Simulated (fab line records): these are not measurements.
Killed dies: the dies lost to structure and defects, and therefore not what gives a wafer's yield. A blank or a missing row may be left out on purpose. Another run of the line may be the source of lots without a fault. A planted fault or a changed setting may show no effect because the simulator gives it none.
Matching of chambers :: flow n5_finfet :: N5_MOL_CONTACT_COAG_CMP_23 on cmp-03 has 4 sister chambers
The step polishes, stops on SiO2, t overpolish 1.5 s, target thk 0 nm. 4 wafers are shown with their chamber, then 11 later ones without.

WAFERS WITH THEIR CHAMBER
wafer: L086.3
chamber: 1
motor_current_A (A): 8.5

wafer: L087.6
chamber: 2
motor_current_A (A): 8.6

wafer: L089.5
chamber: 3
motor_current_A (A): 7.9

wafer: L091.2
chamber: 0
motor_current_A (A): 7.3

WAFERS WHOSE CHAMBER IS MISSING
wafer: L091.3
motor_current_A (A): 8.7

wafer: L091.4
motor_current_A (A): 8.4

wafer: L092.1
motor_current_A (A): 8.4

wafer: L092.2
motor_current_A (A): 9.2

wafer: L092.5
motor_current_A (A): 8.4

wafer: L094.2
motor_current_A (A): 6.9

wafer: L094.5
motor_current_A (A): 8.9

wafer: L094.6
motor_current_A (A): 6.8

wafer: L096.1
motor_current_A (A): 9.0

wafer: L096.2
motor_current_A (A): 8.1

wafer: L096.3
motor_current_A (A): 8.7

EACH ONE'S CHAMBER
wafer: L091.3
from the rows above: can't be placed: 2 or 1
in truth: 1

wafer: L091.4
from the rows above: can't be placed: 1 or 2 or 3
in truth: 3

wafer: L092.1
from the rows above: can't be placed: 1 or 2 or 3
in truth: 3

wafer: L092.2
from the rows above: can't be placed: 2 or 1
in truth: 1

wafer: L092.5
from the rows above: can't be placed: 1 or 2 or 3
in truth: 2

wafer: L094.2
from the rows above: can't be placed: 0 or 3
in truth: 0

wafer: L094.5
from the rows above: can't be placed: 2 or 1
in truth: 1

wafer: L094.6
from the rows above: can't be placed: 0 or 3
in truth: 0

wafer: L096.1
from the rows above: can't be placed: 2 or 1
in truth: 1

wafer: L096.2
from the rows above: can't be placed: 3 or 1 or 2 or 0
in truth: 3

wafer: L096.3
from the rows above: can't be placed: 2 or 1
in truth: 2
Correctly placed: 0 of 11. These rows do not allow placing 11 (true chamber among the candidates in 11). Number placed wrongly: 0.
How it was worked out, from the rows above alone: a wafer's distance from a chamber is the root of the sum, over the readings, of the square of ((its reading less the chamber's mean) divided by the reading's scatter). If the next closest chamber is less than 2 further off than the closest, the wafer can't be placed; otherwise it belongs to the closest. For every chamber, the mean is computed from those of its wafers that are shown. The scatter: with one shown wafer a chamber, the root of the mean of the squares of how far each hidden wafer lies from its nearest shown one.
